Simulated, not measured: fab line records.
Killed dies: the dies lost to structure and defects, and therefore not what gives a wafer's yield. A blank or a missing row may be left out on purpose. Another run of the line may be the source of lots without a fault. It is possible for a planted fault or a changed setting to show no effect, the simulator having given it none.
fab line records | flow nand-harc
record lots=12 wafers=36 last-day=33
route steps=1302 shown P_CONTACT@247 P_M0@267 END@1302
lots with no fault: from the same line, run without faults
start-h: start of the lot's first displayed wafer, in hours after the record's first day | wait-h: how many hours have passed since the lot's step before this one | " as in the row above | L1.1+2: a single row standing in for several wafers | - value missing, or start not given | * or withheld: withheld | < > ~ a bound
route shown NAME@n: names a module that has steps shown in the file, with the first one's number in the route | usual: the fault-free wafers' mean and standard deviation | same: alike in all rows | chamber/n: place in a boat | sites: each site's reading | _std_site: how widely they spread, as a standard deviation | _edge_site: inner sites' mean taken away from outer sites' mean | radius-mm: for every site, how far away it sits from the centre of the wafer | mask NAME#n: copy n | behind: the last tool/chamber to shape the wafer | hold: cause of the lot's hold/its duration in hours/its outcome | device: the n, p or np transistor that did not switch | end of line: the tests these same wafers got at the end of their route | a step with no rows: only its recipe | killed: at the first sort, the dies lost to defects and structure; wafer yield is something else | map: dies across one wafer; x = killed, . = not, _ = none there
set.NAME: the setting the step ran with; set.NAME@STEP: the setting that earlier step ran with | model.NAME: the simulator's own value behind a step, which no gauge read
a sample of lots followed through the steps of the route, with each step as a table and each wafer as a row
services: from which hour (start-h, from the record's first day; less than 0 if before it) a tool's chamber was out of use, for how many hours, and why
## steps
# step NHARC_P_CONTACT_ALD_22
# recipe target-thk-a=30 pulse-time-s=1 ald-cycles=150 temp-c=450 material=TiN
# usual heater-power-w=1062/100 precursor-pulse-height-rel=0.998/0.02
# columns lot.wafer tool chamber start-h wait-h heater-power-w precursor-pulse-height-rel
L535.2 ald-metal-04 3 133.55 - 1067 1.004
L535.3 " 0 " " 921 0.989
L535.4 " 2 " " 964 0.998
L537.3 ald-metal-01 3 138.22 - 898 1.040
L537.2 " 0 " " 1144 1.010
L537.6 " 1 " " 1274 0.972
L538.2 ald-metal-01 1 143.75 - 1248 0.993
L538.3 " 2 " " 1030 1.053
L538.6 " 2 " " 1025 0.980
L539.1 ald-metal-01 1 158.26 - 1255 1.016
L539.4 " 3 " " 910 0.985
L539.5 " 2 " " 1050 0.982
L540.1 ald-metal-03 1 176.92 - 1104 0.994
L540.4 " 2 " " 992 0.987
L540.6 " 1 " " 1105 0.988
L544.4 ald-metal-03 3 207.99 - 1095 0.997
L544.3 " 0 " " 1062 0.976
L544.6 " 3 " " 1075 0.994
L546.3 ald-metal-03 1 230.56 - 1086 0.982
L546.6 " 3 " " 1094 1.025
L546.5 " 0 " " 1002 0.964
L548.2 ald-metal-03 0 262.66 - 990 1.017
L548.5 " 2 " " 973 0.994
L548.6 " 3 " " 1067 0.993
L551.1 ald-metal-01 1 282.90 - 1310 0.983
L551.3 " 3 " " 928 1.018
L551.2 " 0 " " 1133 1.021
L556.2 ald-metal-04 3 319.81 - 1042 0.988
L556.4 " 2 " " 920 1.033
L556.5 " 3 " " 1057 0.992
L555.2 ald-metal-01 3 320.45 - 927 1.008
L555.4 " 0 " " 1146 0.992
L555.1 " 1 " " 1260 1.002
L557.2 ald-metal-04 2 332.01 - 905 0.992
L557.4 " 3 " " 1043 1.025
L557.6 " 1 " " 1047 1.014
# step NHARC_P_M0_ETCH_34
# recipe target-depth-a=400 overetch-a=120 time-s=43.94 ion-energy-ev=200 n2-flow-sccm=150 h2-flow-sccm=150 ar-flow-sccm=0 rf-w=400 bias-w=150 chemistry=N2/H2
# usual drypump-motor-current-A=6.08/0.27 oes-product-au=1.003/0.0079 rf-vpp-V=429/3.7 run-length-s=65.3/0.43 showerhead-plenum-p-Torr=1.99/0.13 throttle-valve-pct=14.171/0.0094
# columns lot.wafer tool chamber start-h wait-h drypump-motor-current-A oes-product-au rf-hours-counter-h rf-vpp-V run-length-s showerhead-plenum-p-Torr throttle-valve-pct
L535.3 rie-diel-07 2 135.87 0.1 5.96 1.005 2 430 65.5 2.04 14.182
L535.4 " 3 " " 6.13 0.998 2 435 65.1 2.20 14.154
L535.2 " 0 " " 6.10 1.005 3 428 64.9 1.91 14.161
L537.2 rie-diel-02 2 140.52 0.1 6.40 0.995 20 434 65.1 2.15 14.173
L537.3 " 0 " " 6.23 1.014 13 425 64.9 1.88 14.172
L537.6 " 1 " " 6.05 0.999 - 426 65.8 1.88 14.167
L538.3 rie-diel-02 0 146.74 0.1 6.26 1.006 15 427 65.2 1.88 14.179
L538.2 " 2 " " 6.35 0.997 21 434 65.2 2.15 14.166
L538.6 " 1 " " 6.01 1.005 - 426 65.8 1.88 14.173
L539.1 rie-diel-07 1 160.72 0.1 5.73 1.002 11 429 65.4 1.94 14.174
L539.4 " 2 " " 5.94 1.007 9 432 65.7 2.04 14.171
L539.5 " 0 " " 6.10 1.002 - 428 65.4 1.90 14.171
L540.1 rie-diel-02 2 179.39 0.1 6.40 0.995 28 434 65.0 2.15 14.164
L540.4 " 1 " " 6.04 0.985 - 426 66.0 1.88 14.171
L540.6 " 2 " " 6.41 0.997 - 434 65.4 2.15 14.162
L544.4 rie-diel-02 1 210.46 0.1 6.06 1.002 28 427 65.8 1.88 14.178
L544.3 " 2 " " 6.40 0.997 32 432 65.6 2.15 14.164
L544.6 " 0 " " 6.23 0.993 - 427 64.9 1.88 14.162
L546.3 rie-diel-02 0 233.08 0.1 6.21 1.002 4 426 64.9 1.88 14.173
L546.6 " 3 " " 5.60 1.018 - 427 64.8 1.90 14.189
L546.5 " 0 " " 6.22 1.014 - 426 65.4 1.88 14.192
L548.2 rie-diel-02 0 265.07 0.1 6.24 0.993 8 426 65.0 1.87 14.162
L548.5 " 3 " " 5.62 1.013 - 427 65.4 1.90 14.172
L548.6 " 0 " " 6.27 0.999 - 426 65.5 1.88 14.178
L551.3 rie-diel-02 1 285.33 0.1 6.02 0.999 8 436 66.3 2.21 14.180
L551.1 " 2 " " 6.38 1.010 11 432 65.0 2.14 14.166
L551.2 " 3 " " 5.63 1.016 9 426 64.6 1.90 14.151
L556.2 rie-diel-02 0 322.24 0.1 6.25 0.999 16 426 52.8 1.87 14.149
L556.4 " 1 " " 6.03 0.987 14 434 66.5 2.21 14.178
L556.5 " 3 " " 5.62 1.011 - 425 64.9 1.89 14.163
L555.1 rie-diel-02 2 322.86 0.1 6.36 1.007 16 434 52.9 2.14 14.144
L555.2 " 0 " " 6.21 0.995 16 425 52.2 1.87 14.164
L555.4 " 1 " " 6.03 1.003 14 436 66.3 2.21 14.169
L557.4 rie-diel-02 0 334.30 0.1 6.21 1.011 16 426 64.8 1.87 14.176
L557.2 " 1 " " 6.03 1.005 14 435 53.0 2.21 14.170
L557.6 " 2 " " 6.40 1.009 - 434 65.1 2.14 14.186
# step NHARC_P_M0_ETCH_15
# recipe target-depth-a=1500 overetch-a=150 time-s=82.5 c4f8-flow-sccm=withheld ar-flow-sccm=400 rf-w=600 bias-w=300 chemistry=C4F8/Ar
# usual oes-product-au=0.965/0.018 rf-vpp-V=440/3.7 run-length-s=103.9/0.41
# columns lot.wafer tool chamber start-h wait-h oes-product-au rf-hours-counter-h rf-vpp-V run-length-s
L535.3 rie-diel-07 3 - - 0.954 2 445 103.3
L535.4 " 0 " " 0.940 3 436 103.6
L535.2 " 1 " " 0.943 3 440 103.9
L537.3 rie-diel-02 0 - - 0.964 13 437 103.5
L537.2 " 1 " " 0.948 17 436 104.5
L537.6 " 2 " " 0.978 - 443 103.7
L538.3 rie-diel-02 2 - - 0.955 21 443 103.9
L538.2 " 0 " " 0.984 15 437 103.5
L538.6 " 3 " " 0.992 - 437 103.3
L539.4 rie-diel-07 1 - - 0.985 11 438 103.9
L539.1 " 0 " " 0.975 11 437 103.4
L539.5 " 1 " " 0.977 - 438 103.9
L540.1 rie-diel-02 1 - - 0.958 24 436 104.3
L540.6 " 1 " " 0.954 - 436 104.5
L540.4 " 2 " " 0.960 - 444 103.8
L544.4 rie-diel-02 3 - - 0.988 27 438 103.1
L544.3 " 0 " " 0.961 24 435 103.6
L544.6 " 3 " " 0.987 - 438 103.7
L546.3 rie-diel-02 1 - - 0.963 2 447 104.7
L546.5 " 1 " " 0.965 - 444 104.1
L546.6 " 2 " " 0.974 - 443 103.7
L548.2 rie-diel-02 3 - - 0.960 7 437 103.3
L548.6 " 0 " " 0.953 - 435 103.5
L548.5 " 1 " " 0.970 - 445 104.8
L551.1 rie-diel-02 3 - - 0.986 9 436 103.5
L551.2 " 0 " " 0.963 10 438 103.9
L551.3 " 1 " " 0.959 8 446 104.4
L556.2 rie-diel-02 0 - - 0.984 16 437 103.9
L556.4 " 1 " " 0.956 14 446 104.3
L556.5 " 0 " " 0.992 - 435 103.9
L555.1 rie-diel-02 3 - - 0.979 15 437 103.5
L555.4 " 0 " " 0.969 16 436 103.6
L555.2 " 1 " " 0.986 14 445 104.7
L557.4 rie-diel-02 2 - - 0.989 17 444 103.9
L557.2 " 3 " " 0.986 15 437 103.8
L557.6 " 1 " " 0.952 - 444 104.2
# step NHARC_P_M0_PVD_21
# recipe target-thk-a=300 chamber-pressure-pa=5 power-w=5000 substrate-temp-c=30 time-s=20.49 material=Cu
# usual throttle-valve-pct=30.6/1.2
# columns lot.wafer tool chamber start-h wait-h throttle-valve-pct
L535.2 pvd-sputter-02 - - - 29.0
L535.4 " - " " 28.8
L535.3 " - " " 30.7
L537.3 pvd-sputter-02 - - - 29.7
L537.2 " - " " 28.6
L537.6 " - " " 29.7
L538.2 pvd-sputter-01 - - - 30.8
L538.3 " - " " 32.6
L538.6 " - " " 30.4
L539.1 pvd-sputter-03 - - - 29.5
L539.4 " - " " 30.8
L539.5 " - " " 29.2
L540.4 pvd-sputter-02 - - - 28.7
L540.1 " - " " 29.3
L540.6 " - " " 30.9
L544.3 pvd-sputter-01 - - - 29.8
L544.4 " - " " 31.1
L544.6 " - " " 29.8
L546.3 pvd-sputter-03 - - - 30.2
L546.5 " - " " 29.6
L546.6 " - " " 30.7
L548.2 pvd-sputter-03 - - - 30.4
L548.5 " - " " 29.9
L548.6 " - " " 30.8
L551.1 pvd-sputter-01 - - - 31.0
L551.2 " - " " 33.2
L551.3 " - " " 29.7
L556.2 pvd-sputter-01 - - - 29.9
L556.4 " - " " 33.6
L556.5 " - " " 30.6
L555.1 pvd-sputter-03 - - - 31.0
L555.4 " - " " 30.3
L555.2 " - " " 29.9
L557.4 pvd-sputter-01 - - - 33.6
L557.2 " - " " 30.9
L557.6 " - " " 33.4
# step NHARC_END_SORT_01
# recipe temp-c=25
# usual defect-limited-yield=91/3.1 killed-at-array=56/21 killed-at-other=1.2/1.6 killed-at-periphery=3.7/2.5 killed-dies=61/21 killed-open=3.1/1.8 killed-short=2.8/1.7
# same gross-dies=677
# columns lot.wafer tool chamber start-h wait-h defect-limited-yield[%] killed-at-array killed-at-other killed-at-periphery killed-dies killed-open killed-short
L538.2 prober-02 0 609.21 2.8 96 23 0 4 27 8 3
L538.3 prober-02 0 610.01 3.1 96 23 0 4 27 3 4
L538.6 prober-02 0 612.40 4.0 94 30 1 7 38 7 2
L548.6 prober-02 0 694.32 3.9 97 22 0 1 23 7 2
# killed by level:class
L538.2 A_CHANNEL_HOLE_D2:chamber-film-flake=8 A_CHANNEL_FILL_D2:geometric-particle:open=3 A_CONTACT:chamber-film-flake=3 A_CHANNEL_HOLE_D1:chamber-film-flake=2 A_STAIRCASE:chamber-film-flake=2 P_CONTACT:geometric-particle:open=1 P_M0:geometric-particle:short=1 P_M1:geometric-particle:open=1
L538.3 A_CHANNEL_HOLE_D2:chamber-film-flake=6 A_CONTACT:chamber-film-flake=5 A_STAIRCASE:chamber-film-flake=4 P_M0:geometric-particle:open=1 A_ONON_D1:geometric-particle:short=1 A_CHANNEL_FILL_D2:geometric-particle:short=1 A_CHANNEL_FILL_D2:geometric-particle:open=1 A_WL_FILL:geometric-particle:short=1
L538.6 A_CHANNEL_HOLE_D2:chamber-film-flake=11 A_STAIRCASE:chamber-film-flake=6 A_CONTACT:chamber-film-flake=3 P_CONTACT:geometric-particle:open=2 A_DECK1_JOINT:chamber-film-flake=2 P_GATE:geometric-particle:open=1 P_M0:geometric-particle:open=1 P_M0:geometric-particle:short=1
L548.6 A_CHANNEL_HOLE_D1:chamber-film-flake=8 A_SLIT:chamber-film-flake=3 A_CONTACT:geometric-particle:open=2 A_M0:geometric-particle:open=2 A_CONTACT:chamber-film-flake=2 P_M1:geometric-particle:open=1 A_CHANNEL_FILL_D1:geometric-particle:open=1 A_ONON_D2:geometric-particle:short=1
## services
# columns tool chamber start-h hours kind
rie-diel-02 0 115.02 12.5 repair
rie-diel-07 - 117.33 9.0 pm
ald-metal-04 - 118.00 10.0 pm
pvd-sputter-03 - 119.39 3.3 repair
rie-diel-02 - 127.93 1.4 repair
ald-metal-04 - 134.90 0.6 repair
ald-metal-01 - 138.41 0.5 repair
pvd-sputter-02 - 145.49 0.6 repair
rie-diel-02 3 164.21 27.4 repair
ald-metal-01 - 170.00 10.0 pm
pvd-sputter-03 - 170.04 10.0 pm
ald-metal-03 - 212.00 10.0 pm
rie-diel-02 - 216.70 9.0 pm
pvd-sputter-01 - 226.00 10.0 pm
rie-diel-02 1 227.94 5.0 repair
ald-metal-01 0 235.35 5.2 repair
ald-metal-04 3 236.17 6.0 repair
rie-diel-07 - 253.45 0.7 repair
ald-metal-03 2 265.21 10.2 repair
rie-diel-02 1 272.59 8.2 repair
rie-diel-07 0 275.90 13.9 repair
rie-diel-07 - 294.35 9.0 pm
pvd-sputter-03 - 297.02 1.9 repair
rie-diel-07 3 327.72 7.0 repair
## key
first-sign step=NHARC_P_M0_ETCH_34 reading=run-length-s direction=down sigmas=29 usual=* struck=*
effect none on later readings
met-at NHARC_P_M0_ETCH_34
struck-lots L555,L556,L557
struck-wafers L555.1,L555.2,L556.2,L557.2
not-acting-at NHARC_P_CONTACT_ALD_22,NHARC_P_M0_ETCH_15,NHARC_P_M0_PVD_21
onset-between 285.33 322.24
fault kind=process-parameter-drift tool=rie-diel-02 chamber=- onset-h=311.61 steps=NHARC_P_M0_ETCH_34 channel=time-s offset=* shape=step end-h=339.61 scope=struck-wafers-only acts-in=* stated=*
